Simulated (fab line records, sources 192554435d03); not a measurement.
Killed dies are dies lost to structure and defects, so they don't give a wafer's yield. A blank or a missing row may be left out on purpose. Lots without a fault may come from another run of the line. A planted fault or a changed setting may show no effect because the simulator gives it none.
Which tool did it? | flow n5_finfet | 10 lots, 28 wafers sampled, at 5 steps of a route of 1938

WHAT THE GAUGES READ, wafer by wafer
N5_BEOL_M4_RC_MEAS_101. Usual: DIBL_N 36.1 mV/V, standard deviation 2; DIBL_P 36.3 mV/V, standard deviation 2.4; IOFF_N 0.15 nA/um, standard deviation 0.035; IOFF_P 0.21 nA/um, standard deviation 0.039; ION_N 672 uA/um, standard deviation 15; ION_P 463 uA/um, standard deviation 9.7; SS_N 71.5 mV/dec, standard deviation 0.7; SS_P 73.2 mV/dec, standard deviation 0.75; VT_N 251 mV, standard deviation 3.6; VT_N_LVT 100 mV, standard deviation 3.6; VT_P -250 mV, standard deviation 3.8; VT_P_LONG -275 mV, standard deviation 3.6.
lot  | measured     | on        | DIBL_N (mV/V)  | DIBL_P (mV/V)  | IOFF_N (nA/um) | IOFF_P (nA/um) | ION_N (uA/um) | ION_P (uA/um) | SS_N (mV/dec)  | SS_P (mV/dec)  | VT_N (mV)   | VT_N_LVT (mV) | VT_P (mV)      | VT_P_LONG (mV) | flag
L889 | day 8 06:25  | prober-01 | 33.8 35.8 36.9 | 33.2 36.5 37.2 | 0.12 0.14 0.15 | 0.18 0.22 0.24 | 676 670 669   | 466 468 466   | 70.3 71.2 71.5 | 72.8 73.4 73.8 | 255 252 253 | 103 101 101   | -252 -247 -248 | -273 -275 -273 |
L891 | day 8 08:31  | prober-01 | 32.3 37.0 35.8 | 33.3 38.7 37.5 | 0.11 0.19 0.16 | 0.18 0.27 0.25 | 672 694 688   | 481 481 484   | 71.6 71.2 71.5 | 72.3 73.3 73.6 | 254 247 249 | 103 98 98     | -248 -245 -247 | -271 -273 -269 |
L892 | day 9 00:01  | prober-02 | 35.3 31.4 32.5 | 37.2 32.2 32.9 | 0.12 0.08 0.08 | 0.16 0.11 0.11 | 675 637 631   | 453 439 434   | 71.4 69.7 70.5 | 73.3 71.6 72.3 | 253 260 261 | 103 109 110   | -258 -262 -262 | -278 -283 -283 |
L893 | day 9 04:03  | prober-01 | 34.1 37.2 35.7 | 36.1 39.6 36.1 | 0.14 0.17 0.15 | 0.13 0.26 0.19 | 670 664 660   | 443 463 458   | 71.1 71.7 72.0 | 72.7 73.7 72.8 | 248 250 251 | 89 100 101    | -261 -250 -252 | -288 -277 -279 |
L894 | day 9 03:40  | prober-02 | 34.6 35.8      | 35.6 36.7      | 0.13 0.16      | 0.20 0.15      | 671 691       | 468 459       | 71.5 70.7      | 73.2 74.0      | 254 248     | 102 85        | -248 -259      | -272 -284      |
L907 | day 12 20:33 | prober-02 | 40.0 42.3      | 41.2 42.9      | 0.21 0.26      | 0.27 0.31      | 683 692       | 461 468       | 72.2 73.1      | 74.7 75.0      | 249 243     | 95 92         | -249 -245      | -279 -277      |
L909 | day 12 23:37 | prober-02 | 36.1 34.5 33.7 | 38.5 35.5 33.6 | 0.17 0.14 0.12 | 0.24 0.20 0.17 | 673 666 662   | 474 462 456   | 71.7 72.0 71.0 | 74.1 73.4 72.7 | 250 250 252 | 98 101 103    | -250 -251 -255 | -275 -275 -277 |
L910 | day 13 18:46 | prober-01 | 37.0 32.3 34.5 | 37.2 31.4 34.8 | 0.18 0.10 0.14 | 0.24 0.15 0.21 | 672 652 665   | 458 457 458   | 72.1 70.9 71.1 | 73.5 71.8 72.5 | 248 258 252 | 95 103 99     | -250 -254 -249 | -277 -273 -276 |
L911 | day 13 23:06 | prober-01 | 36.3 39.6 36.0 | 35.1 39.1 34.1 | 0.13 0.19 0.12 | 0.21 0.27 0.19 | 647 680 656   | 451 464 458   | 71.1 72.3 71.3 | 72.2 73.1 72.6 | 254 246 256 | 104 99 105    | -247 -248 -253 | -277 -275 -277 |
L912 | day 13 18:54 | prober-02 | 37.6 35.1 38.3 | 36.7 33.4 38.3 | 0.17 0.13 0.19 | 0.24 0.19 0.27 | 673 661 701   | 467 461 481   | 71.1 70.7 71.2 | 74.5 72.1 73.5 | 249 252 247 | 97 100 96     | -247 -249 -243 | -271 -271 -270 |

WHICH TOOL RAN EACH LOT (tool, then ch and the chambers of the sampled wafers, then the start)
lot  | N5_HKMG_FIN_ALD_74              | N5_BEOL_M4_ANNEAL_89         | N5_BEOL_M4_ANNEAL_91         | N5_BEOL_M4_CMP_52
L889 | ald_hk-03 ch 1,2,3, day 4 01:59 | pvd_sputter-01, day 8 04:18  | pvd_sputter-01, day 8 04:31  | cmp-01 ch 0,1, day 8 05:35
L891 | ald_hk-02 ch 2,3, day 4 10:57   | pvd_sputter-03, day 8 06:16  | pvd_sputter-03, day 8 06:29  | cmp-01 ch 0,2,3, day 8 07:40
L892 | ald_hk-02 ch 0,1,3, day 4 16:38 | pvd_sputter-01, day 8 21:34  | pvd_sputter-01, day 8 21:47  | cmp-04 ch 1,2,3, day 8 23:16
L893 | ald_hk-02 ch 0,1,3, day 4 23:37 | pvd_sputter-01, day 9 01:10  | pvd_sputter-01, day 9 01:23  | cmp-04 ch 1,2,3, day 9 03:20
L894 | ald_hk-02 ch 1,3, day 5 06:32   | pvd_sputter-03, day 9 01:00  | pvd_sputter-03, day 9 01:13  | cmp-01 ch 0,3, day 9 02:45
L907 | ald_hk-01 ch 0,1, day 8 16:58   | pvd_sputter-03, day 12 18:29 | pvd_sputter-03, day 12 18:43 | cmp-04 ch 1,2, day 12 19:49
L909 | ald_hk-03 ch 0,2,3, day 9 03:40 | pvd_sputter-02, day 12 21:35 | pvd_sputter-02, day 12 21:49 | cmp-04 ch 0,1, day 12 22:53
L910 | ald_hk-02 ch 1,2, day 9 06:14   | pvd_sputter-01, day 13 16:48 | pvd_sputter-01, day 13 17:01 | cmp-04 ch 0,2,3, day 13 18:05
L911 | ald_hk-02 ch 0,2, day 9 16:44   | pvd_sputter-01, day 13 21:03 | pvd_sputter-01, day 13 21:16 | cmp-02 ch 2,3, day 13 22:23
L912 | ald_hk-02 ch 0,1,2, day 9 18:32 | pvd_sputter-02, day 13 16:41 | pvd_sputter-02, day 13 16:55 | cmp-02 ch 0,3, day 13 17:59
- N5_HKMG_FIN_ALD_74: deposits La2O3, target thk 0.5 nm, pulse time 6 s, co reactant pulse time 1 s.
- N5_BEOL_M4_ANNEAL_89: time 240 s.
- N5_BEOL_M4_ANNEAL_91: time 240 s.
- N5_BEOL_M4_CMP_52: polishes, stops on SiOC, t overpolish 6.8 s, target thk 40 nm.

WHAT THE TOOLS THEMSELVES READ (means of the sampled wafers that have a number; where no wafer has one, the mark that the record gives instead)
N5_HKMG_FIN_ALD_74. Usual: heater_power_w 358 W, standard deviation 36; precursor_pulse_height_rel 1.000, standard deviation 0.021.
lot  | tool      | heater_power_w (W) | precursor_pulse_height_rel | flag
L889 | ald_hk-03 | 354                | 1.002                      |
L891 | ald_hk-02 | 334                | 0.990                      |
L892 | ald_hk-02 | 350                | 0.992                      |
L893 | ald_hk-02 | 352                | 1.005                      |
L894 | ald_hk-02 | 351                | 0.990                      |
L907 | ald_hk-01 | 389                | 1.036                      |
L909 | ald_hk-03 | 349                | 1.003                      |
L910 | ald_hk-02 | 388                | 1.015                      |
L911 | ald_hk-02 | 333                | 1.017                      |
L912 | ald_hk-02 | 353                | 0.989                      |

N5_BEOL_M4_ANNEAL_89. Usual: heater_power_w 807 W, standard deviation 55.
lot  | tool           | heater_power_w (W) | flag
L889 | pvd_sputter-01 | 859                |
L891 | pvd_sputter-03 | 747                |
L892 | pvd_sputter-01 | 824                |
L893 | pvd_sputter-01 | 844                |
L894 | pvd_sputter-03 | 722                |
L907 | pvd_sputter-03 | 815                |
L909 | pvd_sputter-02 | 801                |
L910 | pvd_sputter-01 | 849                |
L911 | pvd_sputter-01 | 849                |
L912 | pvd_sputter-02 | 817                |

N5_BEOL_M4_ANNEAL_91. Usual: heater_power_w 805 W, standard deviation 56.
lot  | tool           | heater_power_w (W) | flag
L889 | pvd_sputter-01 | 845                |
L891 | pvd_sputter-03 | 741                |
L892 | pvd_sputter-01 | 833                |
L893 | pvd_sputter-01 | 831                |
L894 | pvd_sputter-03 | 716                |
L907 | pvd_sputter-03 | 796                |
L909 | pvd_sputter-02 | 799                |
L910 | pvd_sputter-01 | 840                |
L911 | pvd_sputter-01 | 847                |
L912 | pvd_sputter-02 | 825                |

N5_BEOL_M4_CMP_52. Usual: barrier_field_endpoint_s 24.5 s, standard deviation 0.62; edge_zone_pressure_frac 1.000, standard deviation 0.0048; head_pressure_psi 1.0000 psi, standard deviation 0.0021; motor_current_A 6.2 A, standard deviation 0.64; overpolish_run_s 6.801 s, standard deviation 0.0091; pad_life_wafers 1116, standard deviation 580; platen_rpm 49.99 rpm, standard deviation 0.03; time_to_endpoint_s 60.7 s, standard deviation 2.9.
lot  | tool   | barrier_field_endpoint_s (s) | edge_zone_pressure_frac | head_pressure_psi (psi) | motor_current_A (A) | overpolish_run_s (s) | pad_life_wafers | platen_rpm (rpm) | time_to_endpoint_s (s) | flag
L889 | cmp-01 | 24.7                         | 0.996                   | 0.9988                  | 5.9                 | 6.792                | 878             | 49.99            | 61.2                   |
L891 | cmp-01 | 24.8                         | 1.005                   | 0.9994                  | 6.8                 | 6.800                | 897             | 49.99            | 61.0                   |
L892 | cmp-04 | 24.6                         | 1.003                   | 1.0009                  | 5.8                 | 6.799                | 428             | 50.01            | 60.1                   |
L893 | cmp-04 | 23.9                         | 0.998                   | 1.0009                  | 6.0                 | 6.796                | 476             | 50.02            | 58.7                   |
L894 | cmp-01 | 24.4                         | 1.000                   | 1.0036                  | 6.8                 | 6.803                | 1062            | 49.97            | 61.6                   |
L907 | cmp-04 | 24.1                         | 1.002                   | 0.9986                  | 6.0                 | 6.812                | 1411            | 49.98            | 61.9                   |
L909 | cmp-04 | 24.2                         | 1.002                   | 1.0002                  | 5.3                 | 6.803                | 1440            | 49.97            | 55.8                   |
L910 | cmp-04 | 23.9                         | 1.001                   | 0.9991                  | 6.1                 | 6.803                | 1591            | 49.98            | 57.7                   |
L911 | cmp-02 | 24.0                         | 1.001                   | 0.9984                  | 6.6                 | 6.795                | 194             | 49.98            | 60.0                   |
L912 | cmp-02 | 24.6                         | 0.998                   | 1.0025                  | 5.6                 | 6.801                | 174             | 49.94            | 63.3                   |

THE ANSWER, worked out from the rows above alone
Rule: a lot is off if the mean of its wafers that have a number lies more than 3 standard deviations from the usual mean. A lot without any number at a reading at which 4 lots or more have one is off too. The other lots that the step has rows for count as sound. The gauges are gone through in route order, then the tools' own readings, and for those a lot's mean is taken as printed above. The first step at which some lot is off is used, and at that step the reading that is off furthest; a lot without a number counts as furthest.
No lot is off at any reading shown: from this, nothing can be told.

WHAT THE SIMULATOR HAD PUT IN
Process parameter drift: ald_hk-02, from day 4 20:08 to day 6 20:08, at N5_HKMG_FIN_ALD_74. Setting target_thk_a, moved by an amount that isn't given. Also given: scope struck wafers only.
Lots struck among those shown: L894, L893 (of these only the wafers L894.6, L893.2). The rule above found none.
